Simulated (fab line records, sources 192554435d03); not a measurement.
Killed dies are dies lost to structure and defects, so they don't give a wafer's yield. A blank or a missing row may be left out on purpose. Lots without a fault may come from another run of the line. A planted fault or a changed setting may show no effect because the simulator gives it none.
Chamber matching | flow n5_finfet | N5_GATE_CUT_DESCUM_18 on rie_diel-06: 4 sister chambers
The step chemistry O2, time 7 s. 4 wafers are shown with their chamber, then 7 later ones without.

WAFERS WITH THEIR CHAMBER
wafer  | chamber | showerhead_plenum_p_Torr (Torr)
L087.2 | 3       | 1.98
L087.6 | 1       | 2.06
L088.2 | 2       | 2.11
L088.5 | 0       | 2.19

WAFERS WITHOUT THEIR CHAMBER
wafer  | showerhead_plenum_p_Torr (Torr)
L088.6 | 2.06
L092.1 | 1.97
L092.2 | 2.11
L092.5 | 2.11
L097.3 | 2.11
L097.4 | 2.05
L097.5 | 1.97

WHICH CHAMBER EACH WENT THROUGH
wafer  | from the rows above | in truth
L088.6 | 1                   | 1
L092.1 | 3                   | 3
L092.2 | 2                   | 2
L092.5 | 2                   | 2
L097.3 | 2                   | 2
L097.4 | 1                   | 1
L097.5 | 3                   | 3
Placed correctly: 7 of 7. Can't be placed from these rows: 0. Placed wrongly: 0.
How it was worked out, from the rows above alone: a wafer's distance from a chamber is the root of the sum, over the readings, of the square of ((its reading less the chamber's mean) divided by the reading's scatter). The wafer belongs to the nearest chamber; if the next one is less than 2 further off, it can't be placed. A chamber's mean is the mean of its shown wafers. The scatter: with one shown wafer a chamber, the root of the mean of the squares of how far each hidden wafer lies from its nearest shown one.
